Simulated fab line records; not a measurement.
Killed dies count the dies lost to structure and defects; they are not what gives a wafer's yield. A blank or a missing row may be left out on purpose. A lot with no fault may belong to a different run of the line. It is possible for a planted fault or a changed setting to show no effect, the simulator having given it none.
A struck lot beside a sound one ; flow nand-harc ; 15 out of 1302 route steps
Sound: the wafers L633.1, L633.2, L633.4. The struck wafers were L624.1, L624.3, L624.6. At the end, the cause is stated.
At each step with rows: each side's tool, then ch and its chambers, then its first start. Under that, the readings that differ: sound wafers ; struck wafers ; difference of the means ; sigmas: that difference in standard deviations of wafers without a fault.
alike: a reading whose means differ by less than 2 such deviations, as well as words and numbers matching on both sides. not compared: withheld readings; readings where some wafer has no value; bounds like >300 that might hide an equal value; numbers whose values overlap and for which the record gives no deviation.
A row with sigmas, a row that says differs or no value, or rows on one side alone: a step with any of these is where the two part. Numbers that have no deviation but don't overlap get no sigmas and don't part them. A reading that every wafer of one side lacks parts them only if that side has two wafers or more.

first, 9 steps without rows for these wafers: NHARC_P_ZERO_WELL_STRIP_28 (strips in SPM, time 840 s); NHARC_P_ZERO_WELL_DEHYDRATE_29 (time 120 s); NHARC_P_ZERO_WELL_HMDS_30 (time 30 s); NHARC_P_ZERO_WELL_COAT_31; NHARC_P_ZERO_WELL_SOFTBAKE_32 (time 95 s); NHARC_P_ZERO_WELL_EBR_33; NHARC_P_ZERO_WELL_EXPOSE_34 (exposes mask P PWELL, target cd 720 nm); NHARC_P_ZERO_WELL_PEB_35 (peb time 85 s); NHARC_P_ZERO_WELL_DEVELOP_36 (time 70 s).
NHARC_P_ZERO_WELL_CD_MEAS_37: the cd target is 720 nm.
  sound on cd-sem-03 ch 0, day 7 20:11; struck on cd-sem-01 ch 0, day 4 02:05
  alike: cd-nm
then, 1 step without rows for these wafers: NHARC_P_ZERO_WELL_HARDBAKE_38 (time 80 s).
NHARC_P_ZERO_WELL_DESCUM_39: chemistry O2, time 3 s.
  sound on rie-diel-10 ch 1,2,3, day 7 20:20; struck on rie-diel-02 ch 0,3, day 4 02:15
  alike: chamber-pressure-mTorr, drypump-motor-current-A, oes-product-au, rf-vpp-V, showerhead-plenum-p-Torr, throttle-valve-pct
  not compared: rf-hours-counter-h
NHARC_P_ZERO_WELL_IMPLANT_40:
  struck on implanter-02, day 4 02:25; sound on implanter-01 ch 0, day 7 20:29
  no value came back on the struck wafers for beam-energy-keV, beam-on-s (s); on the sound wafers beam-energy-keV reads 299.92 300.00 299.91
next, for these wafers, 1 step has no rows: NHARC_P_ZERO_WELL_IMPLANT_59.
-- the record jumps here: 23 days lie between the struck wafers' starts before and after (it left off in module P_ZERO_WELL and takes up again in module END, whose first step shown is number 1302 of the route) --
NHARC_END_SORT_01:
  sound on prober-02 ch 0, day 30 14:37; struck on prober-02 ch 0, day 27 02:10
reading;sound;struck;difference;sigmas
killed-at-array;96 100 109;38 42 48;-59;-2
killed-at-periphery;6 5 0;639 635 629;+631;+99 or more
killed-dies;102 106 110;677 677 677;+571;+22
  alike: killed-at-other, killed-open, killed-short

## WHERE THEY PART
First at NHARC_P_ZERO_WELL_IMPLANT_40; last, within this record, at NHARC_END_SORT_01.

WHY: the cause the simulator had injected
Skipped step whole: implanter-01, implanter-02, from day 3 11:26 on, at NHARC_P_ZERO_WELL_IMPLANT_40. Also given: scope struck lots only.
